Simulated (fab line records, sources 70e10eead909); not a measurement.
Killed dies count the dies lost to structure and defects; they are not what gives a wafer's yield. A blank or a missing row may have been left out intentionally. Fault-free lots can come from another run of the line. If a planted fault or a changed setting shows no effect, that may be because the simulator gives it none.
Which tool was responsible? ; flow nand harc ; 12 lots with 36 wafers sampled at 5 steps, on a route of 1302 steps

WHAT THE GAUGES READ, wafer by wafer
NHARC_END_SORT_01. Usual: killed at array 53, standard deviation 21; killed at other 1.1, standard deviation 1.5; killed at periphery 3.9, standard deviation 2.7; killed dies 58, standard deviation 21; killed open 3.4, standard deviation 1.9; killed short 2.3, standard deviation 1.5.
lot;measured;on;killed at array;killed at other;killed at periphery;killed dies;killed open;killed short;flag
L298;day 27 09:59;prober-01;48 50 50;0 0 0;4 3 0;52 53 50;4 1 3;2 3 0;

EACH LOT AND THE TOOL THAT RAN IT (in order: tool; ch and the chambers of the sampled wafers; start)
lot;NHARC_A_CHANNEL_HOLE_D2_ETCH_44;NHARC_A_CHANNEL_FILL_D2_ALD_16;NHARC_A_CHANNEL_FILL_D2_ETCHBACK_20;NHARC_A_CHANNEL_FILL_D2_CMP_10
L292;rie diel-13 ch 0,1,2, day 12 21:20;ald hk-02 ch 0,2, day 13 15:05;rie diel-02 ch 1,2,3, day 14 02:27;cmp-04 ch 0,2,3, day 15 01:38
L296;rie diel-13 ch 0,2,3, day 14 13:59;ald hk-02 ch 0,1,3, day 15 04:19;rie diel-06 ch 0,1,3, day 15 16:18;cmp-03 ch 0,2, day 16 17:25
L295;rie diel-13 ch 0,1,2, day 14 18:08;ald hk-01 ch 0,1,2, day 15 07:30;rie diel-02 ch 1,2,3, day 15 20:11;cmp-02 ch 1,2,3, day 16 17:25
L297;rie diel-13 ch 0,1,3, day 15 17:04;ald hk-02 ch 1,2, day 16 06:32;rie diel-07 ch 0,1,3, day 16 18:10;cmp-02 ch 2,3, day 17 18:19
L298;rie diel-13 ch 0,1,2, day 16 04:01;ald hk-01 ch 2,3, day 16 17:23;rie diel-07 ch 0,3, day 17 05:32;cmp-02 ch 1,2, day 18 04:29
L302;rie diel-03 ch 0,3, day 17 23:19;ald hk-02 ch 0,1,3, day 18 15:41;rie diel-02 ch 0,2, day 19 03:18;cmp-02 ch 0,1,2, day 20 02:28
L303;rie diel-04 ch 0,1,3, day 18 03:43;ald hk-01 ch 0,1,2, day 18 20:53;rie diel-07 ch 0,1,2, day 19 09:52;cmp-02 ch 1,2,3, day 20 08:37
L310;rie diel-13 ch 1,2,3, day 20 22:31;ald hk-01 ch 0,1,2, day 21 13:24;rie diel-06 ch 0,3, day 22 01:29;cmp-03 ch 0,2,3, day 23 00:16
L312;rie diel-13 ch 0,3, day 21 10:21;ald hk-02 ch 1,2, day 21 23:41;rie diel-06 ch 0,1,3, day 22 12:16;cmp-02 ch 0,1, day 23 11:29
L311;rie diel-04 ch 0,1,2, day 21 10:46;ald hk-02 ch 0,1,3, day 21 23:50;rie diel-02 ch 0,1,3, day 22 12:16;cmp-04 ch 1,2,3, day 23 11:29
L313;rie diel-04 ch 0,2,3, day 22 06:19;ald hk-02 ch 0,1,2, day 22 20:10;rie diel-06 ch 0,2,3, day 23 07:47;cmp-02 ch 0,1,3, day 24 07:04
L315;rie diel-13 ch 1,2,3, day 23 07:25;ald hk-02 ch 0,1,2, day 23 20:43;rie diel-06 ch 0,1,2, day 24 08:52;cmp-02 ch 0,2,3, day 25 08:11
- NHARC_A_CHANNEL_HOLE_D2_ETCH_44: etches the open film in CF4/O2, target depth 140 nm, overetch 14 nm, time 77 s.
- NHARC_A_CHANNEL_FILL_D2_ALD_16: deposits SiO2, target thk 1.5 nm, pulse time 10 s, ald cycles 15.
- NHARC_A_CHANNEL_FILL_D2_ETCHBACK_20: etches the open film in C4F8/O2/Ar, target depth 27 nm, time 13.5 s.
- NHARC_A_CHANNEL_FILL_D2_CMP_10: polishes, target thk 150 nm.

WHAT THE TOOLS THEMSELVES READ (means of the sampled wafers that have a number; where no wafer has one, the mark that the record gives instead)
NHARC_A_CHANNEL_HOLE_D2_ETCH_44. Usual: drypump motor current A 5.7 A, standard deviation 0.31; oes product au 0.999 a.u., standard deviation 0.01; rf vpp V 198.3 V, standard deviation 1.4; showerhead plenum p Torr 1.36 Torr, standard deviation 0.063; throttle valve pct 13.396 %, standard deviation 0.0091.
lot;tool;drypump motor current A (A);oes product au (a.u.);rf vpp V (V);showerhead plenum p Torr (Torr);throttle valve pct (%);flag
L292;rie diel-13;5.5;0.989;198.9;1.35;13.402;
L296;rie diel-13;5.8;0.983;198.4;1.36;13.399;
L295;rie diel-13;5.5;0.984;197.7;1.35;13.400;
L297;rie diel-13;5.7;0.998;198.6;1.35;13.390;
L298;rie diel-13;5.5;1.005;198.3;1.35;13.403;
L302;rie diel-03;5.6;1.014;198.6;1.36;13.390;
L303;rie diel-04;6.1;0.997;198.8;1.38;13.400;
L310;rie diel-13;5.6;1.001;198.5;1.40;13.401;
L312;rie diel-13;6.0;1.002;198.5;1.36;13.398;
L311;rie diel-04;5.8;1.004;198.4;1.36;13.390;
L313;rie diel-04;5.9;1.007;197.9;1.35;13.395;
L315;rie diel-13;5.6;0.999;199.2;1.40;13.393;

NHARC_A_CHANNEL_FILL_D2_ALD_16. Usual: heater power w 465 W, standard deviation 60; precursor pulse height rel 0.999, standard deviation 0.02.
lot;tool;heater power w (W);precursor pulse height rel;flag
L292;ald hk-02;463;0.996;
L296;ald hk-02;470;1.008;
L295;ald hk-01;418;0.994;
L297;ald hk-02;538;0.982;
L298;ald hk-01;446;1.013;
L302;ald hk-02;459;0.988;
L303;ald hk-01;420;1.002;
L310;ald hk-01;417;0.994;
L312;ald hk-02;544;1.006;
L311;ald hk-02;454;1.003;
L313;ald hk-02;490;1.014;
L315;ald hk-02;493;0.991;

NHARC_A_CHANNEL_FILL_D2_ETCHBACK_20. Usual: oes product au 0.990 a.u., standard deviation 0.021; rf vpp V 979 V, standard deviation 6.1.
lot;tool;oes product au (a.u.);rf vpp V (V);flag
L292;rie diel-02;0.992;982;
L296;rie diel-06;0.988;975;
L295;rie diel-02;0.990;982;
L297;rie diel-07;0.932;975;
L298;rie diel-07;1.005;974;
L302;rie diel-02;0.990;983;
L303;rie diel-07;0.997;977;
L310;rie diel-06;0.986;971;
L312;rie diel-06;1.005;976;
L311;rie diel-02;1.003;980;
L313;rie diel-06;0.990;976;
L315;rie diel-06;0.999;977;

NHARC_A_CHANNEL_FILL_D2_CMP_10. Usual: motor current A 12.1 A, standard deviation 0.9; slurry filter dp kPa 13.51 kPa, standard deviation 0.15; slurry flow ml min 150.1, standard deviation 0.44; time to endpoint s 14.6 s, standard deviation 2.1.
lot;tool;motor current A (A);slurry filter dp kPa (kPa);slurry flow ml min;time to endpoint s (s);flag
L292;cmp-04;11.4;13.58;149.6;13.0;
L296;cmp-03;12.7;13.59;150.5;13.7;
L295;cmp-02;12.3;13.37;149.9;15.8;
L297;cmp-02;12.0;13.48;149.5;13.0;
L298;cmp-02;12.9;13.46;149.8;12.8;
L302;cmp-02;12.8;13.58;150.0;12.3;
L303;cmp-02;12.3;13.55;150.1;10.3;
L310;cmp-03;12.3;13.54;150.1;17.7;
L312;cmp-02;13.2;13.35;150.2;15.8;
L311;cmp-04;11.3;13.56;150.0;15.5;
L313;cmp-02;12.4;13.61;149.9;14.1;
L315;cmp-02;11.8;13.60;149.9;13.1;

THE ANSWER, worked out from the rows above alone
Rule: lot off if the mean of its wafers having a number is beyond 3 standard deviations from the usual mean. Also off: a lot with no number at a reading for which 4 or more lots have one. All remaining lots with rows at the step are treated as sound. First the gauges in route order, then the tools' own readings, where a lot's mean is used as printed above. At the first step where some lot is off, the reading lying furthest off is the one used; lots without a number count as furthest.
None of the lots is off at any reading shown; this tells nothing.

WHAT WAS PUT IN BY THE SIMULATOR
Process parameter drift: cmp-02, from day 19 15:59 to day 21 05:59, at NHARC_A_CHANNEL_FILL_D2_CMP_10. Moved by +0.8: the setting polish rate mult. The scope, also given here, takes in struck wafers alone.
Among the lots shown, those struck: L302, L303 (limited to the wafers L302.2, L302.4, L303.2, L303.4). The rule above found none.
